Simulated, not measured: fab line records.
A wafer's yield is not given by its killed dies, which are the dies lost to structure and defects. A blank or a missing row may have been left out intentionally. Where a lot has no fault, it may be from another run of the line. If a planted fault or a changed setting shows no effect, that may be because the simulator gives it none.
Struck lot and sound lot, side by side    flow nand-harc    13 steps out of a route of 1302
Sound: the wafers L307.1, L307.3, L307.4. The struck wafers were L320.1, L320.3, L320.6. The cause comes at the end.
At each step with rows: each side's tool, then ch and its chambers, then its first start. Under that, the readings that differ: sound wafers    struck wafers    difference of the means    sigmas: that difference in standard deviations of wafers without a fault.
alike: words and numbers the same on both sides, and readings whose means are apart by under 2 such deviations; not compared: readings that were withheld, readings missing a value for some wafer, numbers with overlapping values and no deviation given by the record, and bounds like >300 which may hide the same value.
The two part at a step that has a row with sigmas, a row that says differs or no value, or rows on one side only. Numbers that don't overlap but have no deviation are shown without sigmas and don't part them. A reading that every wafer of one side lacks parts them only if that side has two wafers or more.

first, 3 steps without rows for these wafers: NHARC_A_STAIRCASE_STRIP_255 (strips in SPM, time 900 s); NHARC_A_STAIRCASE_PRECLEAN_256 (cleans in SC1); NHARC_A_STAIRCASE_SRD_257.
NHARC_A_STAIRCASE_HM_DEP_456: deposits aC, target thk 3100 nm.
  sound on acl-dep-01 ch 0, day 17 03:09; struck on acl-dep-01 ch 0, day 23 01:24
  alike: throttle-valve-pct
NHARC_A_STAIRCASE_DEP_259: deposits SiON, target thk 30 nm.
  sound on pecvd-01 ch 1,2, day 17 04:59; struck on pecvd-01 ch 0,2, day 23 03:14
  alike: heater-power-w
then, 7 steps without rows for these wafers: NHARC_A_STAIRCASE_DEHYDRATE_260 (time 120 s); NHARC_A_STAIRCASE_HMDS_261 (time 30 s); NHARC_A_STAIRCASE_COAT_262; NHARC_A_STAIRCASE_SOFTBAKE_263 (time 170 s); NHARC_A_STAIRCASE_EBR_264; NHARC_A_STAIRCASE_EXPOSE_265 (exposes mask CHOP 200); NHARC_A_STAIRCASE_PEB_266 (peb time 130 s).
NHARC_A_STAIRCASE_DEVELOP_267: time 140 s.
  sound on litho-track-05 ch 0, day 17 05:00; struck on litho-track-05, day 23 03:00
  no value came back on the struck wafers for chill-plate-temp-C (C), exhaust-pa (Pa); on the sound wafers chill-plate-temp-C (C) reads 23.04 23.15 22.96

== WHERE THEY PART ==
Within this record, at NHARC_A_STAIRCASE_DEVELOP_267 only.

WHY: what the simulator had put in
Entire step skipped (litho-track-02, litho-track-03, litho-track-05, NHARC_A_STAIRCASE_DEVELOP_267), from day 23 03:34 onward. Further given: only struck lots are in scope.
